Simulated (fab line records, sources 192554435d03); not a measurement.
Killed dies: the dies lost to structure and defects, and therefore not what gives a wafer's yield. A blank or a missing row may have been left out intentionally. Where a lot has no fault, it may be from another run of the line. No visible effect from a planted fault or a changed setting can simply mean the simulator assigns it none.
Matching of chambers :: flow n5-finfet :: N5_BEOL_M4_STRIP_66 on rie-diel-02: 4 sister chambers
The step strips in CF4. 4 wafers are shown with their chamber, then 8 later ones without.

== WAFERS PAIRED WITH THEIR CHAMBERS ==
wafer: L082.1
chamber: 1
showerhead-plenum-p-Torr (Torr): 1.82

wafer: L089.4
chamber: 0
showerhead-plenum-p-Torr (Torr): 1.70

wafer: L089.5
chamber: 3
showerhead-plenum-p-Torr (Torr): 1.83

wafer: L093.2
chamber: 2
showerhead-plenum-p-Torr (Torr): 1.87

== WAFERS WITHOUT THEIR CHAMBER ==
wafer: L093.4
showerhead-plenum-p-Torr (Torr): 1.81

wafer: L093.6
showerhead-plenum-p-Torr (Torr): 1.70

wafer: L094.3
showerhead-plenum-p-Torr (Torr): 1.82

wafer: L094.5
showerhead-plenum-p-Torr (Torr): 1.82

wafer: L094.6
showerhead-plenum-p-Torr (Torr): 1.87

wafer: L097.1
showerhead-plenum-p-Torr (Torr): 1.87

wafer: L097.3
showerhead-plenum-p-Torr (Torr): 1.70

wafer: L097.6
showerhead-plenum-p-Torr (Torr): 1.87

== WHICH CHAMBER EACH ONE RAN IN ==
wafer: L093.4
from the rows above: 1
in truth: 1

wafer: L093.6
from the rows above: 0
in truth: 0

wafer: L094.3
from the rows above: 1
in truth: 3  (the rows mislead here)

wafer: L094.5
from the rows above: 1
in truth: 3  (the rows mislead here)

wafer: L094.6
from the rows above: 2
in truth: 2

wafer: L097.1
from the rows above: 2
in truth: 2

wafer: L097.3
from the rows above: 0
in truth: 0

wafer: L097.6
from the rows above: 2
in truth: 2
Correct placement for 6 of the 8. Left unplaced by these rows: 0. Placed wrongly: 2.
How it was worked out, from the rows above alone: a wafer's distance from a chamber is the root of the sum, over the readings, of the square of ((its reading less the chamber's mean) divided by the reading's scatter). The wafer belongs to the nearest chamber; if the next one is less than 2 further off, it can't be placed. A chamber's mean is the mean of its shown wafers. The scatter: root of mean squared gap, hidden wafer to nearest shown wafer, with one shown wafer a chamber.
